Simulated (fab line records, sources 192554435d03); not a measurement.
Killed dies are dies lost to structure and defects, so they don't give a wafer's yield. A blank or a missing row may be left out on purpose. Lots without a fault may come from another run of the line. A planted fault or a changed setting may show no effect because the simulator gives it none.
fab line records | flow n5_finfet
record lots=4 wafers=12 last_day=19
route steps=1938 shown BEOL_M2@921 BEOL_M3@931 BEOL_M4@1111 PASSIVATION@1936
lots that met no fault: from a run of the same line without faults
start_h: hours from the record's first day to the start of the lot's first wafer shown | wait_h: hours since the lot's step before | " the same as in the row above | L1.1+2: a row that stands for several wafers | - no value, or no start given | * or withheld: withheld | < > ~ a bound
route shown NAME@n: a module of which the file shows steps, and the number in the route of the first | usual: mean/standard deviation of fault-free wafers | same: alike in all rows | chamber/n: place in a boat | sites: the reading at each site | _std_site: their standard deviation | _edge_site: outer sites' mean less inner sites' | radius_mm: how far each site lies from the wafer's centre | mask NAME#n: copy n | behind: the tool/chamber that last shaped the wafer | hold: why the lot was held/for how many hours/how that ended | device: the transistor (n, p or np) that didn't switch | end of line: the same wafers' tests at the end of the route | a step without rows: its recipe alone | killed: dies lost to structure and defects at the first sort, not the wafer's yield | map: a wafer's dies, x killed, . not, _ none there
set.NAME: the setting as run; set.NAME@STEP: as run at that earlier step | model.NAME: the simulator's own value behind a step, which no gauge read
lots at some steps of the route; a table a step, a row a wafer
services: from which hour (start_h, from the record's first day; less than 0 if before it) a tool's chamber was out of use, for how many hours, and why
## steps
# step N5_BEOL_M2_ECD_50
# recipe material=Cu target_thk_a=3000
# step N5_BEOL_M2_ANNEAL_51
# recipe temp_c=225 time_s=90 ambient=N2
# step N5_BEOL_M2_CMP_52
# recipe stop_on=SiOC t_overpolish_s=6.8 down_force_psi=1 platen_rpm=50 clearing_platen_down_force_psi=1.5 clearing_platen_rpm=50 post_cmp_clean=cu_alkaline target_thk_nm=40 clearing_platen_pad_velocity_m_s=0.99484 pad_velocity_m_s=0.99484
# step N5_BEOL_M2_PRE_CLEAN_60
# recipe gas=NH3/H2 time_s=15 temp_c=* rf_power_w=300
# step N5_BEOL_M2_CO_CAP_55
# recipe material=Co target_thk_a=20 temp_c=200 precursor=CCTBA/H2 pressure_torr=30 time_s=102.1
# step N5_BEOL_M2_PRE_CLEAN_56
# recipe gas=NH3 time_s=15 temp_c=withheld rf_power_w=300
# step N5_BEOL_M2_DEP_57
# recipe material=SiCN target_thk_a=80 temp_c=withheld precursor=3MS/NH3 pressure_torr=3 rf_w=202 time_s=14
# step N5_BEOL_M3_ILD_DEP_00
# recipe material=SiOC target_thk_a=790 temp_c=350 precursor=DEMS/O2 pressure_torr=5 rf_w=500 time_s=15.3
# step N5_BEOL_M3_PECVD_72
# recipe material=SiO2 target_thk_a=160 temp_c=400 precursor=TEOS/O2 pressure_torr=5.5 rf_w=450 teos_flow_sccm=53.8 gas=O2 flow_sccm=3000 time_s=18
# usual heater_power_w=665/93 showerhead_plenum_p_Torr=8.79/0.049 susceptor_temp_C=399.99/0.21 throttle_valve_pct=22.4/1.5
# columns lot.wafer tool chamber start_h wait_h heater_power_w showerhead_plenum_p_Torr since_wet_clean_h susceptor_temp_C throttle_valve_pct model.SiO2_of_BEOL_M3_PECVD_72.thk_nm
L816.2 pecvd-03 2 242.17 0.0 523 8.85 189 399.91 23.0 16.2
L816.4 " 1 " " 659 8.86 - 400.03 23.5 16.2
L816.6 " 2 " " 525 8.82 - 399.74 22.5 16.2
L820.1 pecvd-03 2 266.58 0.0 518 8.86 213 404.11 22.6 15.8
L820.2 " 0 " " 818 8.77 134 404.48 21.6 15.6
L820.4 " 2 " " 521 8.87 - 404.10 22.7 15.8
L824.1 pecvd-03 2 284.67 0.0 573 8.86 231 404.07 22.8 15.6
L824.2 " 0 " " 706 8.80 152 403.91 21.6 15.4
L824.4 " 0 " " 728 8.80 - 403.81 21.7 15.6
L826.1 pecvd-01 1 292.52 0.0 754 8.74 2084 399.96 24.4 16.2
L826.4 " 2 " " 692 8.80 - 400.18 19.9 16.2
L826.5 " 1 " " 745 8.75 - 399.81 24.2 16.6
# step N5_BEOL_M3_HM_DEP_02
# recipe material=TiN target_thk_a=200 temp_c=25 chamber_pressure_pa=0.49996
# step N5_BEOL_M3_COAT_61
# recipe resist=SOC temp_c=250 time_s=60 spin_rpm=1500 resist_thk_nm=60
# step N5_BEOL_M3_COAT_62
# recipe resist=SiARC temp_c=220 time_s=60 spin_rpm=1500 resist_thk_nm=12
# step N5_BEOL_M3_COAT_73
# recipe resist=underlayer temp_c=205 time_s=60 spin_rpm=1500 resist_thk_nm=5
# step N5_BEOL_M3_COAT_05
# recipe resist=CAR-EUV spin_rpm=1500 resist_thk_nm=30
# step N5_BEOL_M3_EBR_07
# recipe solvent=PGMEA ebr_width_mm=1.5
# step N5_BEOL_M3_SOFTBAKE_06
# recipe temp_c=110 time_s=60 resist=CAR-EUV
# step N5_BEOL_M3_EXPOSE_08
# recipe mask_id=M3 na=0.33 source_shape=dipole sigma_inner=0.369 sigma_outer=0.767 polarization=unpolarized dose_mj=33
# step N5_BEOL_M3_PEB_09
# recipe peb_temp_c=100 peb_time_s=60 resist=CAR-EUV
# step N5_BEOL_M3_DEVELOP_10
# recipe develop_time_s=30 developer=TMAH resist=CAR-EUV rinse_liquid=surfactant_rinse dry=air_spin dev_temp_c=23
# step N5_BEOL_M3_DESCUM_16
# recipe chemistry=O2 time_s=7 source_power_w=50 bias_power_w=20 pressure_mtorr=20 rf_frequency_hz=2.712e+07 temp_c=40 resist=CAR-EUV o2_flow_sccm=225
# step N5_BEOL_M3_ETCH_74
# recipe chemistry=N2/H2 target=underlayer target_depth_a=65 mask_material=CAR-EUV time_s=5.2 ion_energy_ev=200 pressure_mtorr=30 source_w=840 bias_w=150 n2_flow_sccm=200 h2_flow_sccm=200 ends=cleared
# step N5_BEOL_M3_ETCH_63
# recipe chemistry=CF4 target=SiARC target_depth_a=156 mask_material=CAR-EUV time_s=26 ion_energy_ev=80 pressure_mtorr=40 source_w=545 bias_w=36 Ar_flow_sccm=100 cf4_flow_sccm=100 ends=cleared
# step N5_BEOL_M3_ETCH_64
# recipe chemistry=N2/H2 target=SOC target_depth_a=750 overetch_a=150 mask_material=SiARC temp_c=40 time_s=112.5 ion_energy_ev=200 pressure_mtorr=30 source_w=840 bias_w=150 n2_flow_sccm=200 h2_flow_sccm=200
# step N5_BEOL_M3_STRIP_65
# recipe chemistry=N2/H2 temp_c=40 n2_flow_sccm=200 h2_flow_sccm=200 rf_frequency_hz=6e+07
# step N5_BEOL_M3_STRIP_75
# recipe chemistry=N2/H2 temp_c=40 n2_flow_sccm=200 h2_flow_sccm=200 rf_frequency_hz=6e+07
# step N5_BEOL_M3_STRIP_66
# recipe chemistry=CF4 resist=SiARC power_w=300 bias_power_w=75 pressure_mtorr=50 cf4_flow_sccm=150 rf_frequency_hz=6e+07
# step N5_BEOL_M3_HM_OPEN_17
# recipe chemistry=Cl2/BCl3 target_depth_a=200 overetch_a=60 target=TiN mask_material=SOC ion_energy_ev=150 pressure_mtorr=10 icp_w=1000 bias_w=126 Cl2_flow_sccm=53.25 bcl3_flow_sccm=21.75 Ar_flow_sccm=25
# step N5_BEOL_M3_STRIP_19
# recipe chemistry=O2 power_w=400 temp_c=40 pressure_mtorr=30 rf_frequency_hz=6e+07 bias_power_w=0 overash_fraction=0.2 o2_flow_sccm=225
# step N5_BEOL_M3_COAT_67
# recipe resist=SOC temp_c=250 time_s=60 spin_rpm=1500 resist_thk_nm=60
# step N5_BEOL_M3_COAT_68
# recipe resist=SiARC temp_c=220 time_s=60 spin_rpm=1500 resist_thk_nm=12
# step N5_BEOL_M3_COAT_76
# recipe resist=underlayer temp_c=205 time_s=60 spin_rpm=1500 resist_thk_nm=5
# step N5_BEOL_M3_COAT_22
# recipe resist=CAR-EUV spin_rpm=1500 resist_thk_nm=30
# step N5_BEOL_M3_EBR_24
# recipe solvent=PGMEA ebr_width_mm=1.5
# step N5_BEOL_M3_SOFTBAKE_23
# recipe temp_c=110 time_s=60 resist=CAR-EUV
# step N5_BEOL_M3_HM_STRIP_39
# recipe chemistry=peroxide_tin_strip material=TiN target_depth_a=250 temp_c=50 time_s=158
# columns lot.wafer tool chamber start_h wait_h model.SiO2_of_BEOL_M3_PECVD_72.thk_nm
L816.2+4+6 wet_bench-04 0,3,2 262.89 0.0 16
L820.1+4 wet_bench-06 7,6 292.54 0.0 15.6
L820.2 " 0 " " 15.4
L824.1+2+4 wet_bench-05 5,1,2 303.06 0.0 15.4
L826.1 wet_bench-06 1 316.61 0.0 16
L826.4 " 0 " " 16.2
L826.5 " 2 " " 16.4
# step N5_BEOL_M4_RC_MEAS_101
# usual DIBL_N=36.6/1.1 DIBL_P=36.7/1.5 IOFF_N=0.155/0.019 IOFF_P=0.208/0.025 ION_N=673/8.5 ION_P=462/5.9 SS_N=71.6/0.58 SS_P=73.5/0.51 VT_N=250.7/2.4 VT_P=-251/3
# columns lot.wafer tool chamber start_h wait_h DIBL_N[mV/V] DIBL_P[mV/V] IOFF_N[nA/um] IOFF_P[nA/um] ION_N[uA/um] ION_P[uA/um] SS_N[mV/dec] SS_P[mV/dec] VT_N[mV] VT_P[mV]
L816.2 prober-01 0 284.57 0.2 36.9 35.8 0.125 0.190 654 455 72.0 73.4 253.1 -252
L816.4 " 0 " " 36.3 35.4 0.116 0.184 645 448 70.8 73.1 254.3 -251
L816.6 " 0 " " 36.6 36.0 0.129 0.199 664 460 70.9 72.9 253.0 -251
L820.1 prober-02 0 316.64 0.0 36.4 36.5 0.135 0.225 669 468 70.8 73.5 254.2 -249
L820.2 " 0 " " 38.2 37.5 0.165 0.255 667 468 71.9 75.1 251.9 -246
L820.4 " 0 " " 34.9 34.8 0.119 0.202 663 467 71.0 73.0 253.6 -250
L824.1 prober-02 0 324.79 0.0 37.7 37.7 0.173 0.203 684 460 72.7 73.2 251.8 -254
L824.2 " 0 " " 36.1 35.4 0.152 0.174 681 461 71.8 73.3 249.5 -255
L824.4 " 0 " " 35.9 35.6 0.147 0.171 683 456 72.5 73.2 250.5 -256
L826.1 prober-01 0 347.47 0.0 36.1 36.9 0.139 0.214 662 459 71.3 73.8 252.5 -247
L826.4 " 0 " " 36.4 37.1 0.151 0.218 670 459 71.2 73.6 251.3 -249
L826.5 " 0 " " 35.3 35.8 0.137 0.198 673 459 71.2 72.5 250.1 -248
# step N5_PASSIVATION_PROBE_49
# usual defect_limited_yield=91.2/1.4 killed_at_M0_to_M3=36/11 killed_at_M4_up=14/5.6 killed_at_contacts=12/5.9 killed_at_front_end=38/13 killed_at_other=3.5/2.7 killed_dies=104/17 killed_open=68/12 killed_short=34/8.2 sort_bin_5_function=5.1/0.95 sort_bin_6_memory=3.3/0.7 sort_bin_8_speed=0.00/0.007 sort_n_pass=1076/17 sort_yield_pct=91.2/1.4
# same gross_dies=1180 killed_at_back_side=0 sort_bin_4_leakage[%]=0
# columns lot.wafer tool chamber start_h wait_h defect_limited_yield[%] killed_at_M0_to_M3 killed_at_M4_up killed_at_contacts killed_at_front_end killed_at_other killed_dies killed_open killed_short sort_bin_5_function[%] sort_bin_6_memory[%] sort_bin_8_speed[%] sort_n_pass sort_yield_pct[%]
L824.1 prober-01 - 434.47 0.0 93.0 29 4 14 35 1 83 44 33 4.2 1.9 0 1097 93.0
L824.2 prober-01 - 434.52 0.1 90.9 36 11 11 45 4 107 69 35 5.8 3.0 0 1073 90.9
L824.4 prober-01 - 434.62 0.2 90.5 45 13 15 33 6 112 60 48 5.4 3.7 0 1068 90.5
# killed by level:class
L824.1 MOL_CONTACT_COAG:geometric_particle:open=11 GATE_CUT:geometric_particle:short=6 BEOL_M1:geometric_particle:open=6 FIN_SAQP:geometric_particle:short=5 FIN_SAQP:geometric_particle:open=5 BEOL_M0_SAQP:geometric_particle:short=5 DUMMY_GATE:geometric_particle:open=4 BEOL_M0_SAQP:geometric_particle:open=4
L824.2 FIN_SAQP:geometric_particle:open=13 FIN_SAQP:geometric_particle:short=12 BEOL_M1:geometric_particle:open=11 MOL_CONTACT_COAG:geometric_particle:open=8 BEOL_M0_SAQP:geometric_particle:short=6 BEOL_M0_SAQP:geometric_particle:open=6 BEOL_M3:geometric_particle:open=4 BEOL_M4:geometric_particle:open=4
L824.4 MOL_CONTACT_COAG:geometric_particle:open=9 BEOL_M0_SAQP:geometric_particle:short=9 BEOL_M3:geometric_particle:open=9 MOL_CONTACT_COAG:geometric_particle:short=6 BEOL_M0_SAQP:geometric_particle:open=6 BEOL_M1:geometric_particle:open=5 SPACER0:geometric_particle:short=4 BEOL_M1:geometric_particle:short=4
## services
# columns tool chamber start_h hours kind
pecvd-01 2 220.21 2.1 scheduled_down
pecvd-01 - 228.73 2.5 repair
pecvd-01 - 231.27 2.8 pm
pecvd-03 2 253.62 5.5 scheduled_down
wet_bench-06 - 256.36 0.9 repair
pecvd-03 2 275.97 5.5 scheduled_down
pecvd-03 1 277.89 12.2 repair
pecvd-01 0 279.29 5.0 scheduled_down
wet_bench-04 - 316.13 1.8 repair
## key
first_sign step=N5_BEOL_M3_PECVD_72 reading=susceptor_temp_C direction=up sigmas=20 usual=* struck=*
effect none on later readings
model_effect step=N5_BEOL_M3_PECVD_72 value=SiO2_of_BEOL_M3_PECVD_72.thk_nm without=16.07 struck=15.63
model_effect step=N5_BEOL_M3_HM_STRIP_39 value=SiO2_of_BEOL_M3_PECVD_72.thk_nm without=15.93 struck=15.47
met_at N5_BEOL_M3_PECVD_72
struck_wafers L820.1,L820.2,L820.4,L824.1,L824.2,L824.4
onset_between 242.17 266.58
fault kind=process_parameter_drift tool=pecvd-03 chamber=- onset_h=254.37 steps=N5_BEOL_M3_PECVD_72 channel=temp_c offset=* shape=step end_h=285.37 acts_in=* stated=*
